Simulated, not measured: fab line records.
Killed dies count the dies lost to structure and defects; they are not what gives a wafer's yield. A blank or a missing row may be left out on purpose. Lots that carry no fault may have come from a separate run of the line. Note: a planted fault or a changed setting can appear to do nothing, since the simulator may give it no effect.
Comparing a struck lot with a sound one | flow n5_finfet | 16 steps out of a route of 1938
Sound: these wafers, L451.2, L451.3, L451.6. Wafers L465.1, L465.4, L465.6 were the ones struck. The cause comes at the end.
At each step with rows: each side's tool, then ch and its chambers, then its first start. Under that, the readings that differ: sound wafers | struck wafers | difference of the means | sigmas: that difference in standard deviations of wafers without a fault.
alike: readings with means less than 2 such deviations apart, plus words and numbers identical on both sides. not compared: withheld readings, readings lacking a value on some wafer, bounds such as >300 that could conceal the same value, and numbers that have no deviation in the record and whose values overlap.
Wherever a step has rows on one side only, a row that says differs or no value, or a row with sigmas, the two part there. Numbers that don't overlap but have no deviation are shown without sigmas and don't part them. A reading missing from all wafers of one side parts the sides only when that side holds two or more wafers.

N5_BEOL_M4_INSPECT_30: inspects for defects (brightfield).
  sound: defect_inspect-01 at day 8 16:25; struck: defect_inspect-02 at day 12 02:34
  alike: raw_defect_count
then, 1 step without rows for these wafers: N5_BEOL_M4_DESCUM_33 (chemistry O2, time 7 s).
N5_BEOL_M4_ETCH_77: etches underlayer in N2/H2, target depth 6.5 nm, time 5.2 s.
  sound on rie_diel-06 ch 0,2, day 8 16:29; struck on rie_diel-02 ch 0,1,3, day 12 02:38
  alike: bias_w, drypump_motor_current_A, etch_rf_on_time_s, n2_flow_sccm, oes_product_au, rf_vpp_V, showerhead_plenum_p_Torr, throttle_valve_pct
  not compared: rf_hours_counter_h
then, 1 step without rows for these wafers: N5_BEOL_M4_ETCH_69 (etches SiARC in CF4, target depth 15.6 nm, time 26 s).
N5_BEOL_M4_ALD_98: deposits SiO2, target thk 2.5 nm, pulse time 1 s, co reactant pulse time 1 s.
  sound on ald_sin-01 ch 1,2,3, day 8 16:35; struck on ald_sin-02 ch 0,2, day 12 02:44
  alike: chamber_pressure_Torr, heater_power_w, precursor_pulse_height_rel
N5_BEOL_M4_ETCHBACK_99: etches SiO2 in CHF3, target depth 5 nm, time 10.4 s.
  sound on rie_diel-04 ch 0,3, day 8 20:20; struck on rie_diel-06 ch 0,2, day 12 02:51
  alike: drypump_motor_current_A, oes_ar_750_au, oes_product_au, rf_vpp_V, showerhead_plenum_p_Torr, throttle_valve_pct
  not compared: rf_hours_counter_h
N5_BEOL_M4_ETCH_70: etches SOC in N2/H2, target depth 80 nm, overetch 24 nm, time 130 s.
  sound on rie_diel-04 ch 0,3, day 8 20:22; struck on rie_diel-06 ch 0,2, day 12 02:53
  alike: bias_w, drypump_motor_current_A, n2_flow_sccm, oes_product_au, rf_vpp_V, showerhead_plenum_p_Torr, temp_c, throttle_valve_pct
  not compared: rf_hours_counter_h
then, 4 steps without rows for these wafers: N5_BEOL_M4_STRIP_71 (strips in N2/H2); N5_BEOL_M4_STRIP_78 (strips in N2/H2); N5_BEOL_M4_VIA_ETCH_34 (etches the open film in C4F6/O2, target depth 69.4 nm, time 65.9 s); N5_BEOL_M4_STRIP_83 (strips in C4F6/O2).
N5_BEOL_M4_STRIP_36: strips in N2/H2.
  sound on rie_diel-04 ch 0,3, day 8 20:32; struck on rie_diel-06 ch 0,2, day 12 03:03
  alike: drypump_motor_current_A, n2_flow_sccm, oes_product_au, rf_vpp_V, showerhead_plenum_p_Torr, temp_c, throttle_valve_pct
  not compared: rf_hours_counter_h
N5_BEOL_M4_TRENCH_ETCH_37: etches SiOC in C4F6/O2, target depth 55.555 nm, time 29.2 s.
  sound on rie_diel-04 ch 0,3, day 8 20:35; struck on rie_diel-06 ch 0,2, day 12 03:05
  reading    | sound             | struck            | difference | sigmas
  bias_w (W) | 185.7 185.2 184.8 | 192.5 192.4 192.3 | +7.2       | +13
  alike: drypump_motor_current_A, oes_ar_750_au, oes_product_au, rf_vpp_V, showerhead_plenum_p_Torr, throttle_valve_pct
  not compared: rf_hours_counter_h
then, 1 step without rows for these wafers: N5_BEOL_M4_ETCH_41 (etches SiCN in CH3F/O2, target depth 29.9 nm, time 52.5 s).
N5_BEOL_M4_RC_MEAS_101:
  sound on prober-01 ch 0, day 9 01:01; struck on prober-01 ch 0, day 12 09:20
  reading        | sound          | struck         | difference | sigmas
  IOFF_N (nA/um) | 0.14 0.21 0.19 | 0.11 0.14 0.10 | -0.06      | -2
  IOFF_P (nA/um) | 0.19 0.28 0.24 | 0.13 0.16 0.13 | -0.10      | -3
  ION_P (uA/um)  | 462 472 470    | 445 460 445    | -18        | -2
  VT_N (mV)      | 250 246 246    | 257 254 255    | +8         | +2
  VT_P (mV)      | -249 -246 -246 | -261 -259 -258 | -12        | -4
  alike: DIBL_N, DIBL_P, ION_N, SS_N, SS_P
-- here the record skips 4 days between the struck wafers' starts before and after, leaving off in module BEOL_M4 and picking up in module PASSIVATION (first step shown: number 1936 of the route) --
N5_PASSIVATION_PROBE_49:
  sound: prober-02 at day 12 15:40; struck: prober-01 at day 15 23:47
  alike: defect_limited_yield, killed_at_M0_to_M3, killed_at_M4_up, killed_at_contacts, killed_at_front_end, killed_at_other, killed_dies, killed_open, killed_short, sort_bin_5_function, sort_bin_6_memory, sort_n_pass, sort_yield_pct

## WHERE THEY PART
Earliest at N5_BEOL_M4_TRENCH_ETCH_37; latest, in this record, at N5_BEOL_M4_RC_MEAS_101. Later steps at which nothing parts them and some readings are alike: N5_PASSIVATION_PROBE_49.

WHY: what the simulator had put in
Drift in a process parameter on rie_diel-06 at N5_BEOL_M4_TRENCH_ETCH_37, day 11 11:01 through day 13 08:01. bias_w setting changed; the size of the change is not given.
